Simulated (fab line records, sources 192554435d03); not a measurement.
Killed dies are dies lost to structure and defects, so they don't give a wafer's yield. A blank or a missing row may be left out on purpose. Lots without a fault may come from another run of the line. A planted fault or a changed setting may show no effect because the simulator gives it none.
fab line records | flow n5_finfet | part 2 of 2: steps 23 to 30 of 30
record lots=5 wafers=15 last_day=18
route steps=1938 shown BEOL_M5@1137
lots that met no fault: from a run of the same line without faults
start_h: hours from the record's first day to the start of the lot's first wafer shown | wait_h: hours since the lot's step before | " the same as in the row above | L1.1+2: a row that stands for several wafers | - no value, or no start given | * or withheld: withheld | < > ~ a bound
route shown NAME@n: a module of which the file shows steps, and the number in the route of the first | usual: mean/standard deviation of fault-free wafers | same: alike in all rows | chamber/n: place in a boat | sites: the reading at each site | _std_site: their standard deviation | _edge_site: outer sites' mean less inner sites' | radius_mm: how far each site lies from the wafer's centre | mask NAME#n: copy n | behind: the tool/chamber that last shaped the wafer | hold: why the lot was held/for how many hours/how that ended | device: the transistor (n, p or np) that didn't switch | end of line: the same wafers' tests at the end of the route | a step without rows: its recipe alone | killed: dies lost to structure and defects at the first sort, not the wafer's yield | map: a wafer's dies, x killed, . not, _ none there
set.NAME: the setting as run; set.NAME@STEP: as run at that earlier step | model.NAME: the simulator's own value behind a step, which no gauge read
lots at some steps of the route; a table a step, a row a wafer
services: from which hour (start_h, from the record's first day; less than 0 if before it) a tool's chamber was out of use, for how many hours, and why
## steps
# step N5_BEOL_M5_STRIP_36
# recipe chemistry=N2/H2 power_w=450 temp_c=40 pressure_mtorr=20 rf_frequency_hz=6e+07 overash_fraction=0.3 bias_power_w=7 h2_frac=0.5 n2_flow_sccm=200 h2_flow_sccm=200
# usual drypump_motor_current_A=5.8/0.43 oes_product_au=0.79/0.095 rf_vpp_V=59.1/1.4 showerhead_plenum_p_Torr=2.49/0.085 throttle_valve_pct=23.5/0.33
# columns lot.wafer tool chamber start_h wait_h drypump_motor_current_A oes_product_au rf_hours_counter_h rf_vpp_V showerhead_plenum_p_Torr throttle_valve_pct
L079.1 rie_diel-02 0 197.70 0.0 5.7 0.74 152 58.7 2.54 23.9
L079.2 " 3 " " 6.3 0.99 3 60.1 2.60 23.3
L079.5 " 0 " " 5.7 0.75 - 61.7 2.54 24.0
L084.1 rie_diel-03 3 232.29 0.0 6.2 0.78 121 58.3 2.45 23.7
L084.3 " 2 " " 6.2 0.72 181 57.4 2.43 23.9
L084.6 " 3 " " 6.2 0.77 - 59.8 2.44 23.7
L088.2 rie_diel-04 3 266.11 0.0 5.8 0.70 238 60.5 2.50 23.9
L088.3 " 2 " " 5.7 0.91 20 59.2 2.48 23.5
L088.5 " 2 " " 5.7 0.92 - 58.7 2.48 23.5
L096.2 rie_diel-02 2 314.49 0.0 5.2 0.87 39 59.4 2.47 23.0
L096.3 " 3 " " 6.3 0.89 34 56.6 2.59 23.3
L096.6 " 0 " " 5.7 0.71 - 62.1 2.52 24.0
L097.2 rie_diel-03 3 324.31 0.0 6.2 0.75 150 57.9 2.43 23.7
L097.4 " 1 " " 4.7 0.88 43 59.0 2.57 23.3
L097.6 " 2 " " 6.2 0.71 - 57.8 2.41 23.9
# step N5_BEOL_M5_TRENCH_ETCH_37
# recipe chemistry=C4F6/O2 target_depth_a=716.52 target=SiCOH_lowk time_s=24.7 ion_energy_ev=250 pressure_mtorr=30 source_w=345 bias_w=185 Ar_flow_sccm=300 C4F6_flow_sccm=10 O2_flow_sccm=10
# usual O2_flow_sccm=10.00/0.032 drypump_motor_current_A=5.8/0.43 oes_product_au=0.79/0.095 rf_fwd_power_W=340.2/1.9 rf_vpp_V=663/6.5 showerhead_plenum_p_Torr=2.80/0.089 throttle_valve_pct=20.8/0.3
# columns lot.wafer tool chamber start_h wait_h O2_flow_sccm drypump_motor_current_A oes_product_au rf_fwd_power_W rf_hours_counter_h rf_vpp_V showerhead_plenum_p_Torr throttle_valve_pct
L079.1 rie_diel-02 0 - - 10.02 5.7 0.74 340.6 152 660 2.86 21.2
L079.2 " 3 " " 10.01 6.3 0.96 338.0 3 670 2.91 20.4
L079.5 " 0 " " 10.01 5.7 0.73 340.5 - 661 2.86 21.2
L084.1 rie_diel-03 3 - - 9.95 6.2 0.78 341.8 121 652 2.75 20.9
L084.3 " 2 " " 10.06 6.2 0.72 340.0 181 660 2.73 20.9
L084.6 " 3 " " 9.98 6.2 0.78 342.7 - 651 2.75 20.9
L088.2 rie_diel-04 3 - - 10.01 5.8 0.71 339.2 238 661 2.80 21.1
L088.3 " 2 " " 9.99 5.7 0.91 343.4 20 659 2.80 20.8
L088.5 " 2 " " 9.96 5.7 0.92 340.9 - 661 2.80 20.8
L096.2 rie_diel-02 2 - - 10.03 5.2 0.88 345.0 39 662 2.78 20.4
L096.3 " 3 " " 9.95 6.2 0.88 338.5 34 672 2.89 20.4
L096.6 " 0 " " 10.01 5.7 0.71 340.1 - 661 2.85 21.2
L097.2 rie_diel-03 3 - - 9.96 6.2 0.76 340.3 150 650 2.74 21.0
L097.4 " 1 " " 10.04 4.7 0.89 339.2 43 669 2.90 20.7
L097.6 " 2 " " 9.99 6.2 0.69 339.3 - 659 2.72 21.0
# step N5_BEOL_M5_ETCH_41
# recipe chemistry=CH3F/O2 target=SiCN target_depth_a=315 taper_deg=2 time_s=56.7 ion_energy_ev=120 mask_material=TiN pressure_mtorr=30 source_w=395 bias_w=75 Ar_flow_sccm=150 CH3F_flow_sccm=30 O2_flow_sccm=20
# usual O2_flow_sccm=20.00/0.059 drypump_motor_current_A=5.8/0.43 oes_product_au=0.79/0.096 rf_fwd_power_W=391.7/1.5 rf_vpp_V=296.7/1.6 showerhead_plenum_p_Torr=1.97/0.065 throttle_valve_pct=16.2/0.31
# columns lot.wafer tool chamber start_h wait_h O2_flow_sccm drypump_motor_current_A oes_product_au rf_fwd_power_W rf_hours_counter_h rf_vpp_V showerhead_plenum_p_Torr throttle_valve_pct
L079.1 rie_diel-02 0 - - 19.99 5.7 0.74 389.4 152 296.3 2.01 16.6
L079.2 " 3 " " 19.98 6.3 0.97 392.2 3 299.0 2.04 15.7
L079.5 " 0 " " 20.04 5.7 0.74 390.7 - 296.9 2.01 16.6
L084.1 rie_diel-03 3 - - 19.90 6.2 0.77 391.2 121 296.1 1.93 16.3
L084.3 " 2 " " 19.93 6.2 0.71 392.8 181 295.9 1.91 16.3
L084.6 " 3 " " 19.87 6.2 0.78 390.0 - 295.4 1.93 16.3
L088.2 rie_diel-04 3 - - 20.00 5.8 0.70 392.7 238 296.0 1.97 16.6
L088.3 " 2 " " 19.94 5.7 0.91 391.8 21 295.9 1.96 16.2
L088.5 " 2 " " 19.97 5.7 0.91 389.6 - 297.0 1.96 16.2
L096.2 rie_diel-02 2 - - 20.13 5.2 0.88 393.8 39 294.9 1.95 15.8
L096.3 " 3 " " 19.95 6.2 0.88 390.9 34 298.4 2.03 15.8
L096.6 " 0 " " 20.08 5.7 0.71 390.3 - 297.2 2.00 16.6
L097.2 rie_diel-03 3 - - 19.99 6.2 0.76 390.8 150 295.0 1.92 16.4
L097.4 " 1 " " 20.05 4.8 0.89 392.9 43 296.9 2.04 16.1
L097.6 " 2 " " 20.03 6.2 0.70 391.0 - 295.1 1.90 16.4
# step N5_BEOL_M5_STRIP_91
# recipe chemistry=N2/H2 time_s=10 power_w=450 temp_c=40 pressure_mtorr=20 rf_frequency_hz=6e+07 bias_power_w=7 n2_flow_sccm=200 h2_flow_sccm=200
# usual drypump_motor_current_A=5.8/0.43 oes_product_au=0.79/0.096 rf_vpp_V=59.1/0.82 showerhead_plenum_p_Torr=2.49/0.084 throttle_valve_pct=23.5/0.33
# columns lot.wafer tool chamber start_h wait_h drypump_motor_current_A oes_product_au rf_hours_counter_h rf_vpp_V showerhead_plenum_p_Torr throttle_valve_pct
L079.1 rie_diel-02 0 - - 5.7 0.74 152 58.2 2.54 23.9
L079.2 " 3 " " 6.3 0.98 3 59.5 2.60 23.3
L079.5 " 0 " " 5.7 0.73 - 58.3 2.54 24.0
L084.1 rie_diel-03 3 - - 6.2 0.78 121 58.6 2.44 23.7
L084.3 " 2 " " 6.2 0.71 181 58.9 2.43 23.9
L084.6 " 3 " " 6.2 0.79 - 58.1 2.44 23.7
L088.2 rie_diel-04 3 - - 5.8 0.71 238 59.2 2.50 23.9
L088.3 " 2 " " 5.7 0.91 21 58.6 2.48 23.5
L088.5 " 2 " " 5.7 0.91 - 58.9 2.48 23.6
L096.2 rie_diel-02 2 - - 5.1 0.88 39 59.2 2.47 23.0
L096.3 " 3 " " 6.3 0.88 34 58.3 2.59 23.3
L096.6 " 0 " " 5.7 0.71 - 59.4 2.52 24.0
L097.2 rie_diel-03 3 - - 6.2 0.76 150 58.9 2.43 23.7
L097.4 " 1 " " 4.7 0.90 43 60.4 2.57 23.3
L097.6 " 2 " " 6.2 0.70 - 57.4 2.41 23.9
# step N5_BEOL_M5_OCD_MEAS_38
# usual trench_depth_nm=71.8/1.2
# columns lot.wafer tool chamber start_h wait_h trench_depth_nm
L079.1 ocd-01 - 197.89 - 70.7
L079.2 " - " " 72.2
L079.5 " - " " 70.4
L084.1 ocd-02 - 232.49 - 70.5
L084.3 " - " " 70.4
L084.6 " - " " 70.8
L088.2 ocd-02 - 266.31 - 71.9
L088.3 " - " " 71.4
L088.5 " - " " 72.0
L096.2 ocd-01 - 314.68 - 73.2
L096.3 " - " " 72.0
L096.6 " - " " 70.0
L097.2 ocd-01 - 324.50 - 70.8
L097.4 " - " " 74.1
L097.6 " - " " 71.4
# step N5_BEOL_M5_HM_STRIP_39
# recipe chemistry=peroxide_tin_strip material=TiN target_depth_a=250 temp_c=50 time_s=158
# columns lot.wafer tool chamber start_h wait_h
L079.1+2+5 wet_bench-02 6,4,0 197.93 0.0
L084.1+3+6 wet_bench-06 3,1,2 232.52 0.0
L088.2+3+5 wet_bench-02 2,1,7 266.34 0.0
L096.2+3+6 wet_bench-06 7,5,1 314.72 0.0
L097.2+4+6 wet_bench-02 3,7,6 324.54 0.0
# step N5_BEOL_M5_SRD_40
# recipe time_s=30 temp_c=23 rinse_liquid=diw dry=ipa_marangoni
# columns lot.wafer tool chamber start_h wait_h
L079.1+2+5 wet_bench-02 6,4,0 197.97 0.0
L084.1+3+6 wet_bench-06 3,1,2 232.57 0.0
L088.2+3+5 wet_bench-02 2,1,7 266.39 0.0
L096.2+3+6 wet_bench-06 7,5,1 314.76 0.0
L097.2+4+6 wet_bench-02 3,7,6 324.59 0.0
# step N5_BEOL_M5_PRECLEAN_42
# recipe chemistry=residue_remover time_s=60 temp_c=40
# columns lot.wafer tool chamber start_h wait_h
L079.1+2+5 wet_bench-02 6,4,0 197.99 0.0
L084.1+3+6 wet_bench-06 3,1,2 232.58 0.0
L088.2+3+5 wet_bench-02 2,1,7 266.40 0.0
L096.2+3+6 wet_bench-06 7,5,1 314.78 0.0
L097.2+4+6 wet_bench-02 3,7,6 324.60 0.0
## services
# columns tool chamber start_h hours kind
rie_diel-02 3 178.06 - clean
rie_diel-02 3 178.06 - consumable_replace:focus_ring
rie_diel-02 3 178.06 12.3 scheduled_down
rie_diel-02 3 178.06 12.3 vent_cycle
euv_scanner-02 - 182.26 1.0 pm
rie_diel-04 2 185.70 - clean
rie_diel-04 2 185.70 - consumable_replace:focus_ring
euv_scanner-02 - 190.35 0.1 repair
euv_scanner-02 - 194.88 0.3 repair
euv_scanner-01 - 198.16 1.0 pm
euv_scanner-02 - 199.17 6.2 pm
euv_scanner-02 - 221.81 1.0 pm
euv_scanner-01 - 244.81 4.6 pm
rie_diel-04 2 250.08 2.5 repair
euv_scanner-01 - 254.31 1.0 pm
rie_diel-04 3 257.50 8.1 repair
litho_track-04 - 258.54 - consumable_replace:filter
rie_diel-02 - 270.26 14.6 pm
euv_scanner-02 - 276.16 4.0 repair
euv_scanner-02 - 280.18 1.0 pm
rie_diel-02 - 289.47 0.3 repair
euv_scanner-02 - 302.59 0.9 repair
euv_scanner-01 - 310.46 1.0 pm
euv_scanner-02 - 319.91 4.6 pm
